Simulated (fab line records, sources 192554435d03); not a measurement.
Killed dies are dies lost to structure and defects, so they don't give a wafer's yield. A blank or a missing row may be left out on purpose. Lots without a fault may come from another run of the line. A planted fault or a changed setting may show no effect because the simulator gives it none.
Which tool did it? | flow n5_finfet | 10 lots, 30 wafers sampled, at 5 steps of a route of 1938

WHAT THE GAUGES READ, wafer by wafer
The record holds no reading of a measuring or inspecting step that can be judged against a usual standard deviation.

WHICH TOOL RAN EACH LOT (tool, then ch and the chambers of the sampled wafers, then the start)
lot  | N5_BEOL_M10_ALD_74                  | N5_BEOL_M15_DESCUM_33              | N5_BEOL_M15_ETCH_61                | N5_BEOL_M15_SPUTTER_45       | N5_PASSIVATION_PROBE_49
L608 | ald_metal-04 ch 0,2,3, day 9 22:27  | rie_diel-06 ch 0,1,2, day 11 08:15 | rie_diel-06 ch 0,1,2, day 11 08:17 | pvd_sputter-03, day 11 19:04 | -
L612 | ald_metal-03 ch 1,3, day 10 16:08   | rie_diel-06 ch 2,3, day 12 03:11   | rie_diel-06 ch 2,3, day 12 03:13   | pvd_sputter-03, day 12 06:17 | -
L615 | ald_metal-04 ch 0,1,3, day 12 00:52 | rie_diel-02 ch 0,2,3, day 13 05:29 | rie_diel-02 ch 0,2,3, day 13 05:31 | pvd_sputter-03, day 13 10:28 | -
L617 | ald_metal-04 ch 1,2,3, day 12 19:39 | rie_diel-06 ch 0,1,2, day 14 01:08 | rie_diel-06 ch 0,1,2, day 14 01:10 | pvd_sputter-03, day 14 02:21 | -
L623 | ald_metal-03 ch 0,1,2, day 13 17:28 | rie_diel-05 ch 0,1, day 15 07:02   | rie_diel-05 ch 0,1, day 15 07:04   | pvd_sputter-01, day 15 08:58 | prober-01, day 16 02:07
L621 | ald_metal-03 ch 0,1, day 13 17:58   | rie_diel-02 ch 0,1, day 14 21:52   | rie_diel-02 ch 0,1, day 14 21:54   | pvd_sputter-01, day 15 01:43 | prober-02, day 15 20:04
L624 | ald_metal-01 ch 0,3, day 13 23:17   | rie_diel-05 ch 0,1, day 15 07:22   | rie_diel-05 ch 0,1, day 15 07:24   | pvd_sputter-02, day 15 08:33 | -
L628 | ald_metal-01 ch 0,1,3, day 14 21:47 | rie_diel-02 ch 1,2,3, day 16 08:30 | rie_diel-02 ch 1,2,3, day 16 08:32 | pvd_sputter-02, day 16 10:53 | -
L625 | ald_metal-01 ch 1,2,3, day 15 03:11 | rie_diel-02 ch 0,1,2, day 16 10:52 | rie_diel-02 ch 0,1,2, day 16 10:55 | pvd_sputter-03, day 16 12:36 | -
L630 | ald_metal-01 ch 0,1,3, day 15 22:37 | rie_diel-02 ch 0,1,2, day 17 09:38 | rie_diel-02 ch 0,1,2, day 17 09:40 | pvd_sputter-03, day 17 12:33 | -
- N5_BEOL_M10_ALD_74: deposits TaN, target thk 2 nm, pulse time 2 s, purge time 3 s.
- N5_BEOL_M15_DESCUM_33: chemistry O2, time 7.9 s.
- N5_BEOL_M15_ETCH_61: etches BARC in N2/H2, target depth 89 nm, overetch 26.7 nm, time 67.9 s.
- N5_BEOL_M15_SPUTTER_45: material Cu, target thk 100 nm, time 16.67 s.
- N5_PASSIVATION_PROBE_49

WHAT THE TOOLS THEMSELVES READ (means of the sampled wafers that have a number; where no wafer has one, the mark that the record gives instead)
N5_BEOL_M10_ALD_74.
lot  | tool         | heater_power_w (W) | precursor_vessel_pressure_torr (Torr) | susceptor_temp_C (C)
L608 | ald_metal-04 | 417                | 26.27                                 | 275.05
L612 | ald_metal-03 | 399                | 26.28                                 | 274.82
L615 | ald_metal-04 | 411                | 26.27                                 | 275.10
L617 | ald_metal-04 | 420                | 26.18                                 | 275.12
L623 | ald_metal-03 | 400                | 26.27                                 | 274.96
L621 | ald_metal-03 | 400                | 26.22                                 | 274.81
L624 | ald_metal-01 | 431                | 26.29                                 | 274.90
L628 | ald_metal-01 | 401                | 26.26                                 | 274.92
L625 | ald_metal-01 | 424                | 26.25                                 | 274.91
L630 | ald_metal-01 | 404                | 26.22                                 | 275.07

N5_BEOL_M15_DESCUM_33.
lot  | tool        | drypump_motor_current_A (A) | oes_product_au (a.u.) | rf_vpp_V (V) | showerhead_plenum_p_Torr (Torr) | throttle_valve_pct (%)
L608 | rie_diel-06 | 5.9                         | 0.82                  | 243.3        | 2.08                            | 20.24
L612 | rie_diel-06 | 6.3                         | 0.78                  | 244.4        | 2.13                            | 20.30
L615 | rie_diel-02 | 5.2                         | 0.78                  | 245.2        | 2.17                            | 20.49
L617 | rie_diel-06 | 5.9                         | 0.81                  | 243.6        | 2.07                            | 20.27
L623 | rie_diel-05 | 5.9                         | 0.86                  | 243.9        | 2.15                            | 20.47
L621 | rie_diel-02 | 5.4                         | 0.77                  | 244.4        | 2.19                            | 20.83
L624 | rie_diel-05 | 5.9                         | 0.85                  | 244.2        | 2.15                            | 20.46
L628 | rie_diel-02 | 5.4                         | 0.82                  | 244.6        | 2.19                            | 20.46
L625 | rie_diel-02 | 5.3                         | 0.82                  | 245.0        | 2.19                            | 20.56
L630 | rie_diel-02 | 5.3                         | 0.81                  | 244.8        | 2.19                            | 20.58

N5_BEOL_M15_ETCH_61.
lot  | tool        | drypump_motor_current_A (A) | n2_flow_sccm (sccm) | oes_product_au (a.u.) | rf_vpp_V (V) | showerhead_plenum_p_Torr (Torr) | throttle_valve_pct (%)
L608 | rie_diel-06 | 5.9                         | 200.1               | 0.70                  | 523.5        | 2.54                            | 17.7
L612 | rie_diel-06 | 6.3                         | 200.6               | 0.67                  | 525.2        | 2.58                            | 17.8
L615 | rie_diel-02 | 5.2                         | 200.2               | 0.66                  | 526.4        | 2.65                            | 17.9
L617 | rie_diel-06 | 5.9                         | 200.1               | 0.68                  | 523.9        | 2.53                            | 17.7
L623 | rie_diel-05 | 5.8                         | 199.9               | 0.73                  | 525.5        | 2.61                            | 17.9
L621 | rie_diel-02 | 5.4                         | 199.6               | 0.66                  | 527.4        | 2.64                            | 18.2
L624 | rie_diel-05 | 5.9                         | 199.7               | 0.72                  | 526.2        | 2.61                            | 17.9
L628 | rie_diel-02 | 5.4                         | 199.9               | 0.69                  | 527.8        | 2.67                            | 18.0
L625 | rie_diel-02 | 5.3                         | 200.1               | 0.69                  | 526.8        | 2.67                            | 18.0
L630 | rie_diel-02 | 5.3                         | 199.7               | 0.68                  | 527.1        | 2.66                            | 18.0

N5_BEOL_M15_SPUTTER_45.
lot  | tool           | bias_v (V) | cathode_dc_power_W (W) | susceptor_temp_C (C) | throttle_valve_pct (%)
L608 | pvd_sputter-03 | 59.8       | 25999                  | -19.99               | 30.2
L612 | pvd_sputter-03 | 59.6       | 25996                  | -20.06               | 31.5
L615 | pvd_sputter-03 | 60.3       | 26001                  | -19.98               | 30.0
L617 | pvd_sputter-03 | 60.0       | 26003                  | -20.05               | 30.3
L623 | pvd_sputter-01 | 59.7       | 25996                  | -20.06               | 29.3
L621 | pvd_sputter-01 | 59.5       | 26002                  | -20.12               | 31.3
L624 | pvd_sputter-02 | 60.1       | 25999                  | -20.00               | 29.8
L628 | pvd_sputter-02 | 60.4       | 25998                  | -19.96               | 29.3
L625 | pvd_sputter-03 | 59.5       | 26001                  | -19.88               | 30.4
L630 | pvd_sputter-03 | 60.4       | 26000                  | -20.12               | 29.5

N5_PASSIVATION_PROBE_49.
lot  | tool      | defect_limited_yield (%) | killed_at_M0_to_M3 | killed_at_M4_up | killed_at_contacts | killed_at_front_end | killed_at_other | killed_dies | killed_on_rim | killed_open | killed_short | sort_bin_5_function (%) | sort_bin_6_memory (%) | sort_n_pass | sort_yield_pct (%)
L623 | prober-01 | 83.2                     | 22                 | 129             | 13                 | 33                  | 1               | 198         | 21            | 56          | 27           | 10.5                    | 3.6                   | 982         | 83.2
L621 | prober-02 | 82.6                     | 32                 | 112             | 9                  | 42                  | 9               | 205         | 27            | 68          | 36           | 10.6                    | 4.0                   | 975         | 82.6

THE ANSWER, worked out from the rows above alone
Rule: what is usual is taken from the lots themselves. Put in order of their means at a reading, lots are off if they are a third of the lots or fewer, leave a main group of 4 or more, and stand apart from it by a gap of 3 or more times the standard deviation of the main group's means; of several such gaps the widest counts. A main group whose means are all the same, to the digits that the tables above print for the reading, isn't used. A lot without any number at a reading at which 4 lots or more have one is off too. The other lots that the step has rows for count as sound. The gauges are gone through in route order, then the tools' own readings, and for those a lot's mean is taken as printed above. The first step at which some lot is off is used, and at that step the reading that is off furthest; a lot without a number counts as furthest.
No lot is off at any reading shown: from this, nothing can be told.

WHAT THE SIMULATOR HAD PUT IN
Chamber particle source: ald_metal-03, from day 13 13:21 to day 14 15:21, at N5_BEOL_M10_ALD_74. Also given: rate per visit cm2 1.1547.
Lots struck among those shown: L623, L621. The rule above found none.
